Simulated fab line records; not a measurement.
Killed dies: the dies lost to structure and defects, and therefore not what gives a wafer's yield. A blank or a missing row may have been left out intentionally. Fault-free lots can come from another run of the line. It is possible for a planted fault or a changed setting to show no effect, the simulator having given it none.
8D (eight disciplines) problem report, filled in by code | flow nand-harc | the parts of the form that need people (team, actions taken, sign-off) are left out

## 1. WHAT WENT WRONG
killed-at-array at NHARC_END_SORT_01 reads a mean of 674 on 3 wafers of 2 lots; wafers without a fault read 54 with a standard deviation of 18. That puts it +34 standard deviations away from the usual mean.
Seen first at day 29 00:13 on prober-02, wafer L710.1. The record has a number at this step for 24 wafers belonging to 8 lots. Rule for "out", or "out of limits": more than 4 standard deviations from the usual mean. Any other wafer with a number is counted as sound.

## 2. WHAT IT IS; WHAT IT IS NOT
question                    | is                                                 | is not
which readings at this step | killed-at-array, defect-limited-yield, killed-dies | killed-at-periphery, killed-open, killed-short
which lots                  | L710, L716                                         | L707, L708, L714, L722, L725, L726
which wafers of those lots  | L710.1, L710.5, L716.5                             | L710.3, L716.3, L716.4
read on which gauges        | prober-01, prober-02                               | -
when                        | from day 29 00:13                                  | up to then (9 sound wafers); but 12 sound wafers of L710, L716, L722, L725, L726 came after

## 3. SUSPECTS, AND WHAT RULES EACH OUT
Counting: a tool at a process step up to the reading stays a suspect if it ran every lot that is out. Sound lots after the first of them don't rule it out here, since some wafers of a struck lot are sound.
- ruled out: the gauge at NHARC_END_SORT_01. Those wafers that are out were read across 2 gauges (prober-01, prober-02).
- ecd-cu-02 at NHARC_A_BONDPAD_ECD_18 (material Cu, target thk 400 nm): kept. Ran every lot that is out, first one L710 (day 27 21:26); last sound lot up to then L708 (day 24 02:07).
- rie-metal-02 at NHARC_THIN_TSV_ETCH_59 (etches the open film in Cl2/BCl3, target depth 880 nm, time 138.1 s): kept. Ran every lot that is out, first one L710 (day 28 15:35); last sound lot up to then L707 (day 24 10:27).
After counting, ecd-cu-02 at NHARC_A_BONDPAD_ECD_18 and rie-metal-02 at NHARC_THIN_TSV_ETCH_59 remain.

## 4. THE CAUSE (what the simulator had put in)
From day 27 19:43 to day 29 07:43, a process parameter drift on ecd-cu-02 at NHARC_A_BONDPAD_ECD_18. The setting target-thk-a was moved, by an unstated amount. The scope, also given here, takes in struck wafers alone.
Of the 2 suspects that counting leaves, this tool is one.

## 5. THE CHAIN OF EFFECTS, in route order
One row per reading whose mean, taken over the struck wafers that have a number, lies over 3 standard deviations from the usual. Only readings for which the record gives a usual standard deviation are gone through. hours: the time from each lot's start at the first step in this table that gives one to its start at this step, as a median over the lots. sigmas: the change in usual standard deviations.
hours | step              | reading              | usual  | on struck wafers | change | sigmas
0     | NHARC_END_SORT_01 | defect-limited-yield | 91.3 % | 0.0              | -91.3  | -34
0     | NHARC_END_SORT_01 | killed-at-array      | 54     | 674              | +620   | +34
0     | NHARC_END_SORT_01 | killed-dies          | 59     | 677              | +618   | +34

## 6. HOW IT WOULD HAVE BEEN CAUGHT EARLIER
The first out-of-limits reading at a measuring or inspecting step in this record came at day 29 00:13, 28 hours after the fault's start at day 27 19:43.
An alarm limit of 4 standard deviations would not have fired on the tool readings at NHARC_A_BONDPAD_ECD_18 for which the record gives a usual standard deviation, since none of them was out on any struck wafer.
Each of the lots that are out, 2 in all, had begun NHARC_A_BONDPAD_ECD_18 on ecd-cu-02 no later than day 29 00:13. A hold on the tool at that time would have spared none of them.
